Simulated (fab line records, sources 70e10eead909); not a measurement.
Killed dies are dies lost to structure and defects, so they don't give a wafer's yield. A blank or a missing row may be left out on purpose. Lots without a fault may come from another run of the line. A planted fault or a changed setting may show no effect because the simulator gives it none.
Chamber matching | flow nand_harc | NHARC_A_M0_ETCH_34 on rie_diel-07: 4 sister chambers
The step etches the open film in N2/H2, target depth 40 nm, overetch 12 nm, time 43.94 s. 4 wafers are shown with their chamber, then 8 later ones without.

WAFERS WITH THEIR CHAMBER
wafer  | chamber | showerhead_plenum_p_Torr (Torr)
L086.5 | 1       | 1.93
L091.2 | 2       | 2.10
L091.5 | 3       | 2.11
L088.4 | 0       | 2.19

WAFERS WITHOUT THEIR CHAMBER
wafer  | showerhead_plenum_p_Torr (Torr)
L088.5 | 2.10
L088.6 | 2.11
L092.3 | 2.11
L092.5 | 2.19
L092.6 | 2.11
L095.3 | 2.19
L095.5 | 2.11
L095.6 | 2.09

WHICH CHAMBER EACH WENT THROUGH
wafer  | from the rows above | in truth
L088.5 | 2                   | 2
L088.6 | 3                   | 3
L092.3 | 3                   | 3
L092.5 | 0                   | 0
L092.6 | 3                   | 3
L095.3 | 0                   | 0
L095.5 | 3                   | 3
L095.6 | 2                   | 2
Placed correctly: 8 of 8. Can't be placed from these rows: 0. Placed wrongly: 0.
How it was worked out, from the rows above alone: a wafer's distance from a chamber is the root of the sum, over the readings, of the square of ((its reading less the chamber's mean) divided by the reading's scatter). The wafer belongs to the nearest chamber; if the next one is less than 2 further off, it can't be placed. A chamber's mean is the mean of its shown wafers. The scatter: with one shown wafer a chamber, the root of the mean of the squares of how far each hidden wafer lies from its nearest shown one.
